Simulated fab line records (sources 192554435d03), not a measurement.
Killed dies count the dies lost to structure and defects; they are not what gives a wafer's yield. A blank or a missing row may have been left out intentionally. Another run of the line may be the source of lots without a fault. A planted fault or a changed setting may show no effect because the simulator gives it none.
A struck lot beside a sound one ; flow n5Finfet ; 20 steps out of a route of 1938
Sound: these wafers, L187.2, L187.5, L187.6. The struck wafers were L178.2, L178.5, L178.6. The cause comes at the end.
Order at every step that has rows: each side's tool, ch and its chambers, its first start. Under that, the readings that differ: sound wafers ; struck wafers ; difference of the means ; sigmas: that difference in standard deviations of wafers without a fault.
alike: readings whose means differ by less than 2 such deviations, and words and numbers that are the same on both sides. not compared: withheld readings, readings that some wafer has no value for, bounds like >300 that may hide the same value, and numbers for which the record gives no deviation and whose values overlap.
Wherever a step has rows on one side only, a row that says differs or no value, or a row with sigmas, the two part there. When numbers do not overlap yet have no deviation, they are printed without sigmas and do not part them. A reading that every wafer of one side lacks parts them only if that side has two wafers or more.

first, 8 steps without rows for these wafers: N5_BEOL_M6_CMP_52 (polishes, stops on SiCOH lowk, t overpolish 6.9 s, target thk 80 nm); N5_BEOL_M6_PRE_CLEAN_55 (time 15 s); N5_BEOL_M6_DEP_56 (deposits SiCN from 3MS/NH3, target thk 10 nm, time 17.5 s); N5_BEOL_M7_ILD_DEP_00 (deposits SiCOH lowk from DEMS/porogen, target thk 179.75 nm, time 33.4 s); N5_BEOL_M7_CURE_74 (cures SiCOH lowk, time 240 s); N5_BEOL_M7_PECVD_70 (deposits SiO2 from TEOS/O2, target thk 20 nm, time 22.7 s); N5_BEOL_M7_HM_DEP_02 (deposits TiN, target thk 20 nm); N5_BEOL_M7_COAT_59 (time 60 s, resist thk 100 nm).
N5_BEOL_M7_COAT_60: time 60 s, resist thk 35 nm.
  sound on lithoTrack-04 ch 0, day 14 05:41; struck on lithoTrack-03 ch 0, day 11 19:44
reading;sound;struck;difference;sigmas
spinSpeedRpm (rpm);1500.0 1500.7 1499.5;1400.6 1399.7 1399.4;-100.2;-91
model.SiARC_of_BEOL_M7_COAT_60.thkNm (nm);35 35 34.8;36.4 36.2 36.2;+1.3;
then, 7 steps without rows for these wafers: N5_BEOL_M7_COAT_05 (resist thk 90 nm); N5_BEOL_M7_EBR_07; N5_BEOL_M7_SOFTBAKE_06 (time 60 s); N5_BEOL_M7_EXPOSE_08 (exposes mask M7); N5_BEOL_M7_PEB_09 (peb time 60 s); N5_BEOL_M7_DEVELOP_10 (develop time 30 s); N5_BEOL_M7_DESCUM_16 (chemistry O2, time 7.9 s).
N5_BEOL_M7_ETCH_61: etches SiARC in CF4, target depth 45.5 nm, time 75.8 s.
  sound on rieDiel-01 ch 2,3, day 14 06:22; struck on rieDiel-02 ch 2,3, day 11 20:07
reading;sound;struck;difference;sigmas
model.etch.depthNm (nm);34.96 35 34.89;36.32 36.15 36.25;+1.29;
model.CAR-ArF_of_BEOL_M7_COAT_05.thkNm (nm);50.8 50.4 50.8;49.2 49.2 49.2;-1.5;
  alike: biasW, drypumpMotorCurrentA, etchRfOnTimeS, oesProductAu, rfVppV, showerheadPlenumPTorr, throttleValvePct
  not compared: rfHoursCounterH
N5_BEOL_M7_ETCH_62: etches SOC in N2/H2, target depth 110 nm, overetch 22 nm, time 165 s.
  sound on rieDiel-01 ch 2,3, day 14 06:26; struck on rieDiel-02 ch 2,3, day 11 20:10
reading;sound;struck;difference;sigmas
model.SiARC_of_BEOL_M7_COAT_60.thkNm (nm);28 28 28.2;29.6 29.6 29.2;+1.4;
  alike: biasW, drypumpMotorCurrentA, oesProductAu, rfVppV, showerheadPlenumPTorr, throttleValvePct
  not compared: rfHoursCounterH
then, 1 step without rows for these wafers: N5_BEOL_M7_STRIP_68 (strips in N2/H2).
-- a jump in the record: the struck wafers' starts before and after are 4 days apart (it breaks off in module BEOL_M7 and resumes in module PASSIVATION, where the first step shown is number 1936 of the route) --
N5_PASSIVATION_PROBE_49:
  record: rows for the struck wafers here (prober-02, day 15 08:41), none for the sound ones

== WHERE THEY PART ==
Earliest at N5_BEOL_M7_COAT_60; latest, in this record, at N5_PASSIVATION_PROBE_49.

WHY: the cause the simulator had injected
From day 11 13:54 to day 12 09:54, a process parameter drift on lithoTrack-03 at N5_BEOL_M7_COAT_60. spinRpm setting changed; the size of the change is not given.
